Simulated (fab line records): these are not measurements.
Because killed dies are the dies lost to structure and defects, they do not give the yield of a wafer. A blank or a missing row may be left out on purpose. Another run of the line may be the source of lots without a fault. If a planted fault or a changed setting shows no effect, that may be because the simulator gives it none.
A lot that was struck, set against a sound lot || flow nandHarc || 12 out of 1302 route steps
Sound: the wafers L847.1, L847.2, L847.5. Struck: wafers L856.3, L856.5, L856.6. The cause is given at the end.
Per side, at each step with rows, come the tool, then ch with its chambers, and then its first start. Under that, the readings that differ: sound wafers || struck wafers || difference of the means || sigmas: that difference in standard deviations of wafers without a fault.
alike: same words and numbers on both sides, and readings whose means sit less than 2 such deviations apart. not compared: any withheld reading, any reading some wafer has no value for, any bound like >300 that may hide the same value, and any number with overlapping values for which the record gives no deviation.
The two part at a step that has a row with sigmas, a row that says differs or no value, or rows on one side only. Numbers that don't overlap but have no deviation are shown without sigmas and don't part them. A reading missing from all wafers of one side parts the sides only when that side holds two or more wafers.

first, 2 steps without rows for these wafers: NHARC_A_SOURCE_PLATE_CVD_03 (deposits poly-Si, target thk 200 nm, time 4000 s); NHARC_A_SOURCE_PLATE_ANNEAL_05 (time 1800 s).
NHARC_A_SOURCE_PLATE_THK_MEAS_06: measures by ellipsometry.
  struck on filmMetro-02, day 14 12:31; sound on filmMetro-01, day 10 16:05
  alike: thkNm
NHARC_A_SOURCE_PLATE_INSPECT_08:
  struck on defectInspect-01, day 14 12:35; sound on defectInspect-01, day 10 16:10
  alike: rawDefectCount
after that, 1 step with no rows for these wafers: NHARC_A_ONON_D1_DEP_00 (target thk 1000 nm).
NHARC_A_ONON_D1_THK_MEAS_02: measures by ellipsometry.
  struck on filmMetro-02, day 14 13:09; sound on filmMetro-02, day 10 16:45
{"reading": "thkNm (nm)", "sound": "979 978 979", "struck": "1017 1016 1019", "difference": "+39", "sigmas": "+4"}
after that, 1 step with no rows for these wafers: NHARC_A_ONON_D1_DEP_03 (target thk 1000 nm).
NHARC_A_ONON_D1_THK_MEAS_05: measures by ellipsometry.
  struck on filmMetro-02, day 14 13:43; sound on filmMetro-01, day 10 17:21
  alike: thkNm
after that, 1 step with no rows for these wafers: NHARC_A_ONON_D1_DEP_06 (target thk 1000 nm).
NHARC_A_ONON_D1_THK_MEAS_08: measures by ellipsometry.
  struck on filmMetro-02, day 14 14:17; sound on filmMetro-02, day 10 17:55
  alike: thkNm
NHARC_A_ONON_D1_DEP_09: target thk 1000 nm.
  sound on pecvdOnon-04 ch 0, day 10 17:58; struck on pecvdOnon-02, day 14 14:28
  no value came back on the struck wafers for n2FlowSccm (sccm), n2oFlowSccm (sccm); on the sound wafers n2FlowSccm (sccm) reads 2745 2759 2750
-- the record jumps here: 17 days lie between the struck wafers' starts before and after (it left off in module A_ONON_D1 and takes up again in module END, whose first step shown is number 1302 of the route) --
NHARC_END_SORT_01:
  at this point the record logs the struck wafers (prober-01 ch 0, day 31 08:11) and has no rows for the sound ones

## WHERE THEY PART
Earliest at NHARC_A_ONON_D1_THK_MEAS_02; latest, in this record, at NHARC_END_SORT_01.

WHY: whatever the simulator had introduced
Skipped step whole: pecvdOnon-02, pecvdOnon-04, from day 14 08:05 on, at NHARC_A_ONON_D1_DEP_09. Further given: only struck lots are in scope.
